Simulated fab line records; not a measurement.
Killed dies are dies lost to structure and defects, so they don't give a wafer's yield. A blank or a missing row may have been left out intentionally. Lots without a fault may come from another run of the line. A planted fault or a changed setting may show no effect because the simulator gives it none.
Which of the tools did it? || flow nandHarc || 11 lots with 33 wafers sampled at 5 steps, on a route of 1302 steps

WHAT THE GAUGES READ, wafer by wafer
NHARC_END_SORT_01.
{"lot": "L527", "measured": "day 29 05:34", "on": "prober-01", "killedAtArray": "36 34 673", "killedAtOther": "0 0 0", "killedAtPeriphery": "6 4 4", "killedDies": "42 38 677", "killedOpen": "2 1 0", "killedShort": "6 1 1"}
{"lot": "L528", "measured": "day 29 06:23", "on": "prober-02", "killedAtArray": "81 671 672", "killedAtOther": "0 1 2", "killedAtPeriphery": "6 5 3", "killedDies": "87 677 677", "killedOpen": "1 0 4", "killedShort": "3 5 2"}

WHICH TOOL RAN EACH LOT (tool, then ch and the chambers of the sampled wafers, then the start)
{"lot": "L517", "NHARC_A_STAIRCASE_TRIM_12": "rieDiel-06 ch 2,3, day 15 12:40", "NHARC_A_STAIRCASE_TRIM_14": "rieDiel-06 ch 1,2,3, day 15 12:56", "NHARC_A_STAIRCASE_TRIM_20": "rieDiel-06 ch 1,2,3, day 15 14:19", "NHARC_A_STAIRCASE_ETCH_21": "rieDiel-06 ch 1,2, no start"}
{"lot": "L519", "NHARC_A_STAIRCASE_TRIM_12": "rieDiel-01 ch 0,1,3, day 16 07:20", "NHARC_A_STAIRCASE_TRIM_14": "rieDiel-01 ch 1,2,3, day 16 07:34", "NHARC_A_STAIRCASE_TRIM_20": "rieDiel-01 ch 0,1,3, day 16 08:22", "NHARC_A_STAIRCASE_ETCH_21": "rieDiel-01 ch 0,2,3, no start"}
{"lot": "L521", "NHARC_A_STAIRCASE_TRIM_12": "rieDiel-06 ch 0,3, day 17 02:38", "NHARC_A_STAIRCASE_TRIM_14": "rieDiel-06 ch 1,3, day 17 02:53", "NHARC_A_STAIRCASE_TRIM_20": "rieDiel-06 ch 2,3, day 17 03:41", "NHARC_A_STAIRCASE_ETCH_21": "rieDiel-06 ch 0,2,3, no start"}
{"lot": "L524", "NHARC_A_STAIRCASE_TRIM_12": "rieDiel-07 ch 0,1,3, day 18 14:34", "NHARC_A_STAIRCASE_TRIM_14": "rieDiel-07 ch 0,1,3, day 18 14:49", "NHARC_A_STAIRCASE_TRIM_20": "rieDiel-01 ch 1,2,3, day 18 15:44", "NHARC_A_STAIRCASE_ETCH_21": "rieDiel-01 ch 0,2,3, no start"}
{"lot": "L525", "NHARC_A_STAIRCASE_TRIM_12": "rieDiel-07 ch 0,3, day 19 03:19", "NHARC_A_STAIRCASE_TRIM_14": "rieDiel-07 ch 0,3, day 19 03:33", "NHARC_A_STAIRCASE_TRIM_20": "rieDiel-06 ch 0,2,3, day 19 04:23", "NHARC_A_STAIRCASE_ETCH_21": "rieDiel-06 ch 1,2,3, no start"}
{"lot": "L527", "NHARC_A_STAIRCASE_TRIM_12": "rieDiel-07 ch 0,2,3, day 20 03:31", "NHARC_A_STAIRCASE_TRIM_14": "rieDiel-07 ch 0,2,3, day 20 03:53", "NHARC_A_STAIRCASE_TRIM_20": "rieDiel-07 ch 1,2, day 20 04:55", "NHARC_A_STAIRCASE_ETCH_21": "rieDiel-07 ch 1,2,3, day 29 05:34 or earlier"}
{"lot": "L528", "NHARC_A_STAIRCASE_TRIM_12": "rieDiel-07 ch 0,2,3, day 20 03:46", "NHARC_A_STAIRCASE_TRIM_14": "rieDiel-07 ch 0,2,3, day 20 04:07", "NHARC_A_STAIRCASE_TRIM_20": "rieDiel-01 ch 1,2,3, day 20 05:13", "NHARC_A_STAIRCASE_ETCH_21": "rieDiel-01 ch 1,3, day 29 06:23 or earlier"}
{"lot": "L531", "NHARC_A_STAIRCASE_TRIM_12": "rieDiel-06 ch 0,1,3, day 21 07:10", "NHARC_A_STAIRCASE_TRIM_14": "rieDiel-06 ch 0,2,3, day 21 07:25", "NHARC_A_STAIRCASE_TRIM_20": "rieDiel-06 ch 1,3, day 21 08:11", "NHARC_A_STAIRCASE_ETCH_21": "rieDiel-06 ch 0,2, no start"}
{"lot": "L537", "NHARC_A_STAIRCASE_TRIM_12": "rieDiel-01 ch 0,1,2, day 23 09:52", "NHARC_A_STAIRCASE_TRIM_14": "rieDiel-01 ch 0,1,2, day 23 10:11", "NHARC_A_STAIRCASE_TRIM_20": "rieDiel-01 ch 0,1,3, day 23 11:16", "NHARC_A_STAIRCASE_ETCH_21": "rieDiel-01 ch 0,1,3, no start"}
{"lot": "L539", "NHARC_A_STAIRCASE_TRIM_12": "rieDiel-06 ch 2,3, day 24 11:49", "NHARC_A_STAIRCASE_TRIM_14": "rieDiel-06 ch 0,3, day 24 12:03", "NHARC_A_STAIRCASE_TRIM_20": "rieDiel-07 ch 0,1,3, day 24 12:52", "NHARC_A_STAIRCASE_ETCH_21": "rieDiel-07 ch 1,3, no start"}
{"lot": "L538", "NHARC_A_STAIRCASE_TRIM_12": "rieDiel-07 ch 0,1,3, day 24 17:02", "NHARC_A_STAIRCASE_TRIM_14": "rieDiel-07 ch 0,3, day 24 17:24", "NHARC_A_STAIRCASE_TRIM_20": "rieDiel-07 ch 1,3, day 24 18:26", "NHARC_A_STAIRCASE_ETCH_21": "rieDiel-07 ch 0,3, no start"}
- NHARC_A_STAIRCASE_TRIM_12: chemistry O2, time 211.2 s.
- NHARC_A_STAIRCASE_TRIM_14: chemistry O2, time 211.2 s.
- NHARC_A_STAIRCASE_TRIM_20: chemistry O2, time 211.2 s.
- NHARC_A_STAIRCASE_ETCH_21: etches the open film in C4F8/O2, target depth 100 nm, time 40.5 s.

AS READ BY THE TOOLS THEMSELVES (means over the sampled wafers that have a number; for cases with no such wafer, the mark the record gives instead)
NHARC_A_STAIRCASE_TRIM_12.
{"lot": "L517", "tool": "rieDiel-06", "drypumpMotorCurrentA (A)": 5.5, "oesProductAu (a.u.)": 1.002, "rfVppV (V)": 57.9, "runLengthS (s)": 232.9, "showerheadPlenumPTorr (Torr)": 3.79, "throttleValvePct (%)": 17.044}
{"lot": "L519", "tool": "rieDiel-01", "drypumpMotorCurrentA (A)": 5.7, "oesProductAu (a.u.)": 0.997, "rfVppV (V)": 57.9, "runLengthS (s)": 232.8, "showerheadPlenumPTorr (Torr)": 3.46, "throttleValvePct (%)": 17.038}
{"lot": "L521", "tool": "rieDiel-06", "drypumpMotorCurrentA (A)": 6.1, "oesProductAu (a.u.)": 1.016, "rfVppV (V)": 58.3, "runLengthS (s)": 232.8, "showerheadPlenumPTorr (Torr)": 3.71, "throttleValvePct (%)": 17.035}
{"lot": "L524", "tool": "rieDiel-07", "drypumpMotorCurrentA (A)": 5.4, "oesProductAu (a.u.)": 1.011, "rfVppV (V)": 58.6, "runLengthS (s)": 232.9, "showerheadPlenumPTorr (Torr)": 3.53, "throttleValvePct (%)": 17.035}
{"lot": "L525", "tool": "rieDiel-07", "drypumpMotorCurrentA (A)": 5.3, "oesProductAu (a.u.)": 1.006, "rfVppV (V)": 58.2, "runLengthS (s)": 232.9, "showerheadPlenumPTorr (Torr)": 3.41, "throttleValvePct (%)": 17.031}
{"lot": "L527", "tool": "rieDiel-07", "drypumpMotorCurrentA (A)": 5.4, "oesProductAu (a.u.)": 0.997, "rfVppV (V)": 57.7, "runLengthS (s)": 232.9, "showerheadPlenumPTorr (Torr)": 3.42, "throttleValvePct (%)": 17.041}
{"lot": "L528", "tool": "rieDiel-07", "drypumpMotorCurrentA (A)": 5.4, "oesProductAu (a.u.)": 0.997, "rfVppV (V)": 57.0, "runLengthS (s)": 233.1, "showerheadPlenumPTorr (Torr)": 3.42, "throttleValvePct (%)": 17.041}
{"lot": "L531", "tool": "rieDiel-06", "drypumpMotorCurrentA (A)": 5.9, "oesProductAu (a.u.)": 0.998, "rfVppV (V)": 57.8, "runLengthS (s)": 232.9, "showerheadPlenumPTorr (Torr)": 3.71, "throttleValvePct (%)": 17.032}
{"lot": "L537", "tool": "rieDiel-01", "drypumpMotorCurrentA (A)": 5.7, "oesProductAu (a.u.)": 1.005, "rfVppV (V)": 57.5, "runLengthS (s)": 232.6, "showerheadPlenumPTorr (Torr)": 3.48, "throttleValvePct (%)": 17.031}
{"lot": "L539", "tool": "rieDiel-06", "drypumpMotorCurrentA (A)": 5.7, "oesProductAu (a.u.)": 0.995, "rfVppV (V)": 59.5, "runLengthS (s)": 232.5, "showerheadPlenumPTorr (Torr)": 3.75, "throttleValvePct (%)": 17.045}
{"lot": "L538", "tool": "rieDiel-07", "drypumpMotorCurrentA (A)": 5.4, "oesProductAu (a.u.)": 1.005, "rfVppV (V)": 57.9, "runLengthS (s)": 232.8, "showerheadPlenumPTorr (Torr)": 3.50, "throttleValvePct (%)": 17.034}

NHARC_A_STAIRCASE_TRIM_14.
{"lot": "L517", "tool": "rieDiel-06", "drypumpMotorCurrentA (A)": 5.7, "oesProductAu (a.u.)": 0.995, "rfVppV (V)": 57.9, "runLengthS (s)": 232.7, "showerheadPlenumPTorr (Torr)": 3.77, "throttleValvePct (%)": 17.038}
{"lot": "L519", "tool": "rieDiel-01", "drypumpMotorCurrentA (A)": 6.0, "oesProductAu (a.u.)": 1.008, "rfVppV (V)": 57.4, "runLengthS (s)": 232.8, "showerheadPlenumPTorr (Torr)": 3.49, "throttleValvePct (%)": 17.045}
{"lot": "L521", "tool": "rieDiel-06", "drypumpMotorCurrentA (A)": 5.8, "oesProductAu (a.u.)": 0.996, "rfVppV (V)": 59.4, "runLengthS (s)": 232.6, "showerheadPlenumPTorr (Torr)": 3.76, "throttleValvePct (%)": 17.034}
{"lot": "L524", "tool": "rieDiel-07", "drypumpMotorCurrentA (A)": 5.4, "oesProductAu (a.u.)": 1.006, "rfVppV (V)": 58.0, "runLengthS (s)": 232.6, "showerheadPlenumPTorr (Torr)": 3.53, "throttleValvePct (%)": 17.030}
{"lot": "L525", "tool": "rieDiel-07", "drypumpMotorCurrentA (A)": 5.3, "oesProductAu (a.u.)": 1.008, "rfVppV (V)": 57.3, "runLengthS (s)": 233.1, "showerheadPlenumPTorr (Torr)": 3.41, "throttleValvePct (%)": 17.037}
{"lot": "L527", "tool": "rieDiel-07", "drypumpMotorCurrentA (A)": 5.4, "oesProductAu (a.u.)": 0.994, "rfVppV (V)": 57.1, "runLengthS (s)": 209.3, "showerheadPlenumPTorr (Torr)": 3.42, "throttleValvePct (%)": 17.035}
{"lot": "L528", "tool": "rieDiel-07", "drypumpMotorCurrentA (A)": 5.4, "oesProductAu (a.u.)": 0.995, "rfVppV (V)": 56.9, "runLengthS (s)": 185.1, "showerheadPlenumPTorr (Torr)": 3.42, "throttleValvePct (%)": 17.037}
{"lot": "L531", "tool": "rieDiel-06", "drypumpMotorCurrentA (A)": 5.8, "oesProductAu (a.u.)": 1.011, "rfVppV (V)": 59.2, "runLengthS (s)": 232.7, "showerheadPlenumPTorr (Torr)": 3.73, "throttleValvePct (%)": 17.043}
{"lot": "L537", "tool": "rieDiel-01", "drypumpMotorCurrentA (A)": 5.7, "oesProductAu (a.u.)": 1.001, "rfVppV (V)": 57.5, "runLengthS (s)": 232.7, "showerheadPlenumPTorr (Torr)": 3.48, "throttleValvePct (%)": 17.041}
{"lot": "L539", "tool": "rieDiel-06", "drypumpMotorCurrentA (A)": 6.1, "oesProductAu (a.u.)": 1.008, "rfVppV (V)": 58.2, "runLengthS (s)": 232.9, "showerheadPlenumPTorr (Torr)": 3.67, "throttleValvePct (%)": 17.029}
{"lot": "L538", "tool": "rieDiel-07", "drypumpMotorCurrentA (A)": 5.3, "oesProductAu (a.u.)": 1.003, "rfVppV (V)": 57.4, "runLengthS (s)": 232.9, "showerheadPlenumPTorr (Torr)": 3.38, "throttleValvePct (%)": 17.038}

NHARC_A_STAIRCASE_TRIM_20.
{"lot": "L517", "tool": "rieDiel-06", "drypumpMotorCurrentA (A)": 5.6, "oesProductAu (a.u.)": 1.002, "rfVppV (V)": 58.0, "runLengthS (s)": 232.7, "showerheadPlenumPTorr (Torr)": 3.77, "throttleValvePct (%)": 17.020}
{"lot": "L519", "tool": "rieDiel-01", "drypumpMotorCurrentA (A)": 5.7, "oesProductAu (a.u.)": 0.998, "rfVppV (V)": 57.4, "runLengthS (s)": 232.6, "showerheadPlenumPTorr (Torr)": 3.46, "throttleValvePct (%)": 17.039}
{"lot": "L521", "tool": "rieDiel-06", "drypumpMotorCurrentA (A)": 5.5, "oesProductAu (a.u.)": 1.002, "rfVppV (V)": 59.2, "runLengthS (s)": 233.0, "showerheadPlenumPTorr (Torr)": 3.78, "throttleValvePct (%)": 17.031}
{"lot": "L524", "tool": "rieDiel-01", "drypumpMotorCurrentA (A)": 5.9, "oesProductAu (a.u.)": 0.999, "rfVppV (V)": 57.6, "runLengthS (s)": 232.6, "showerheadPlenumPTorr (Torr)": 3.48, "throttleValvePct (%)": 17.037}
{"lot": "L525", "tool": "rieDiel-06", "drypumpMotorCurrentA (A)": 5.8, "oesProductAu (a.u.)": 1.009, "rfVppV (V)": 57.8, "runLengthS (s)": 233.1, "showerheadPlenumPTorr (Torr)": 3.73, "throttleValvePct (%)": 17.033}
{"lot": "L527", "tool": "rieDiel-07", "drypumpMotorCurrentA (A)": 5.4, "oesProductAu (a.u.)": 0.998, "rfVppV (V)": 57.3, "runLengthS (s)": 232.4, "showerheadPlenumPTorr (Torr)": 3.65, "throttleValvePct (%)": 17.034}
{"lot": "L528", "tool": "rieDiel-01", "drypumpMotorCurrentA (A)": 6.0, "oesProductAu (a.u.)": 0.999, "rfVppV (V)": 57.4, "runLengthS (s)": 232.4, "showerheadPlenumPTorr (Torr)": 3.47, "throttleValvePct (%)": 17.044}
{"lot": "L531", "tool": "rieDiel-06", "drypumpMotorCurrentA (A)": 5.8, "oesProductAu (a.u.)": 0.987, "rfVppV (V)": 58.4, "runLengthS (s)": 232.5, "showerheadPlenumPTorr (Torr)": 3.72, "throttleValvePct (%)": 17.034}
{"lot": "L537", "tool": "rieDiel-01", "drypumpMotorCurrentA (A)": 5.7, "oesProductAu (a.u.)": 1.001, "rfVppV (V)": 58.2, "runLengthS (s)": 232.8, "showerheadPlenumPTorr (Torr)": 3.43, "throttleValvePct (%)": 17.037}
{"lot": "L539", "tool": "rieDiel-07", "drypumpMotorCurrentA (A)": 5.4, "oesProductAu (a.u.)": 0.996, "rfVppV (V)": 57.1, "runLengthS (s)": 232.4, "showerheadPlenumPTorr (Torr)": 3.50, "throttleValvePct (%)": 17.037}
{"lot": "L538", "tool": "rieDiel-07", "drypumpMotorCurrentA (A)": 5.5, "oesProductAu (a.u.)": 1.003, "rfVppV (V)": 58.0, "runLengthS (s)": 232.4, "showerheadPlenumPTorr (Torr)": 3.63, "throttleValvePct (%)": 17.030}

NHARC_A_STAIRCASE_ETCH_21.
{"lot": "L517", "tool": "rieDiel-06", "biasW (W)": 998, "oesProductAu (a.u.)": 0.931, "rfVppV (V)": 904}
{"lot": "L519", "tool": "rieDiel-01", "biasW (W)": 1001, "oesProductAu (a.u.)": 0.943, "rfVppV (V)": 893}
{"lot": "L521", "tool": "rieDiel-06", "biasW (W)": 999, "oesProductAu (a.u.)": 0.935, "rfVppV (V)": 903}
{"lot": "L524", "tool": "rieDiel-01", "biasW (W)": 999, "oesProductAu (a.u.)": 0.967, "rfVppV (V)": 893}
{"lot": "L525", "tool": "rieDiel-06", "biasW (W)": 1001, "oesProductAu (a.u.)": 0.977, "rfVppV (V)": 904}
{"lot": "L527", "tool": "rieDiel-07", "biasW (W)": 1003, "oesProductAu (a.u.)": 0.939, "rfVppV (V)": 897}
{"lot": "L528", "tool": "rieDiel-01", "biasW (W)": 997, "oesProductAu (a.u.)": 0.935, "rfVppV (V)": 893}
{"lot": "L531", "tool": "rieDiel-06", "biasW (W)": 998, "oesProductAu (a.u.)": 0.947, "rfVppV (V)": 902}
{"lot": "L537", "tool": "rieDiel-01", "biasW (W)": 1002, "oesProductAu (a.u.)": 0.951, "rfVppV (V)": 892}
{"lot": "L539", "tool": "rieDiel-07", "biasW (W)": 1004, "oesProductAu (a.u.)": 0.958, "rfVppV (V)": 896}
{"lot": "L538", "tool": "rieDiel-07", "biasW (W)": 996, "oesProductAu (a.u.)": 0.949, "rfVppV (V)": 890}

THE ANSWER, worked out from the rows above alone
Rule: what is usual is taken from the lots themselves. Put in order of their means at a reading, lots are off if they are a third of the lots or fewer, leave a main group of 4 or more, and stand apart from it by a gap of 3 or more times the standard deviation of the main group's means; of several such gaps the widest counts. A main group whose means are all the same, to the digits that the tables above print for the reading, isn't used. A lot without any number at a reading at which 4 lots or more have one is off too. The other lots that the step has rows for count as sound. Order of review: gauges by route order, followed by the tools' own readings, for which a lot's mean as printed above is used. The first step at which some lot is off is used, and at that step the reading that is off furthest; a lot without a number counts as furthest.
Off at NHARC_A_STAIRCASE_TRIM_14 (runLengthS): L527, L528. The main group: mean 232.8 s, standard deviation 0.15.
If a tool, at that step or one of the process steps before it, ran each lot that is off and ran no sound lot following the first of them, it fits. None of those tried fits.

WHAT WAS PUT IN BY THE SIMULATOR
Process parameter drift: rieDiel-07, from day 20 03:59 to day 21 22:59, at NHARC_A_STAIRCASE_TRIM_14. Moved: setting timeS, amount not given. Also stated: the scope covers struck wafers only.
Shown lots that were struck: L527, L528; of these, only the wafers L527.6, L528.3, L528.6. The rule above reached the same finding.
